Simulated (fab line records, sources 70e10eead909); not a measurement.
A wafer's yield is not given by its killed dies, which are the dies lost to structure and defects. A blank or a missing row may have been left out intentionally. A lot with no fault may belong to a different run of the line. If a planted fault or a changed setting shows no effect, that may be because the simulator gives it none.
A lot that was struck, set against a sound lot | flow nand-harc | 15 out of 1302 route steps
Sound: the wafers L111.1, L111.2, L111.4. Struck: wafers L101.2, L101.4, L101.5. The cause comes at the end.
Each step with rows lists, per side, the tool, then ch with its chambers, then its first start. Under that, the readings that differ: sound wafers | struck wafers | difference of the means | sigmas: that difference in standard deviations of wafers without a fault.
alike: readings whose means differ by less than 2 such deviations, and words and numbers that are the same on both sides. not compared: withheld readings, readings that some wafer has no value for, bounds like >300 that may hide the same value, and numbers for which the record gives no deviation and whose values overlap.
The two part at a step that has a row with sigmas, a row that says differs or no value, or rows on one side only. Non-overlapping numbers with no deviation appear without sigmas and do not part them. Lack of a reading on every wafer of one side parts them only where that side has two or more wafers.

first, 1 step without rows for these wafers: NHARC_A_ONON_D1_DEP_06 (target thk 1000 nm).
NHARC_A_ONON_D1_THK_MEAS_08: measures by ellipsometry.
  sound on film-metro-02 at day 13 22:20; struck on film-metro-02 at day 9 16:22
  reading     | sound       | struck         | difference | sigmas
  thk-nm (nm) | 986 985 987 | 1029 1030 1031 | +44        | +3
then, 1 step without rows for these wafers: NHARC_A_ONON_D1_DEP_09 (target thk 1000 nm).
NHARC_A_ONON_D1_THK_MEAS_11: measures by ellipsometry.
  sound on film-metro-01 at day 13 22:55; struck on film-metro-01 at day 9 16:56
  alike: thk-nm
then, 1 step without rows for these wafers: NHARC_A_ONON_D1_DEP_12 (target thk 1000 nm).
NHARC_A_ONON_D1_THK_MEAS_14: measures by ellipsometry.
  sound on film-metro-02 at day 13 23:28; struck on film-metro-02 at day 9 17:31
  alike: thk-nm
then, 2 steps without rows for these wafers: NHARC_A_ONON_D1_ANNEAL_15 (time 3600 s); NHARC_A_ONON_D1_DEP_16 (target thk 1000 nm).
NHARC_A_ONON_D1_THK_MEAS_18: measures by ellipsometry.
  sound on film-metro-01 at day 14 12:17; struck on film-metro-02 at day 10 01:19
  alike: thk-nm
then, 1 step without rows for these wafers: NHARC_A_ONON_D1_DEP_19 (target thk 1000 nm).
NHARC_A_ONON_D1_THK_MEAS_21: measures by ellipsometry.
  sound on film-metro-02 at day 14 12:52; struck on film-metro-02 at day 10 01:53
  alike: thk-nm
NHARC_A_ONON_D1_DEP_22: target thk 1000 nm.
  sound on pecvd-onon-02 ch 0, day 14 12:55; struck on pecvd-onon-01 ch 0, day 10 01:59
NHARC_A_ONON_D1_THK_MEAS_24: measures by ellipsometry.
  sound on film-metro-01 at day 14 13:26; struck on film-metro-02 at day 10 02:27
  reading     | sound       | struck         | difference | sigmas
  thk-nm (nm) | 995 996 995 | 1471 1472 1471 | +476       | +52
then, 1 step without rows for these wafers: NHARC_A_ONON_D1_DEP_25 (target thk 1000 nm).
-- jump in the record: it breaks off in module A_ONON_D1 and resumes in module END (first step shown: number 1302 of the route), and 15 days separate the struck wafers' starts before and after --
NHARC_END_SORT_01:
  sound on prober-02 ch 0, day 30 07:17; struck on prober-02 ch 0, day 25 13:11
  reading         | sound    | struck      | difference | sigmas
  killed-at-array | 57 56 66 | 671 668 674 | +611       | +34
  killed-dies     | 67 60 71 | 677 677 677 | +611       | +32
  alike: killed-at-other, killed-at-periphery, killed-open, killed-short

WHERE THEY PART
Earliest at NHARC_A_ONON_D1_THK_MEAS_08; latest, in this record, at NHARC_END_SORT_01.

WHY: the cause the simulator had injected
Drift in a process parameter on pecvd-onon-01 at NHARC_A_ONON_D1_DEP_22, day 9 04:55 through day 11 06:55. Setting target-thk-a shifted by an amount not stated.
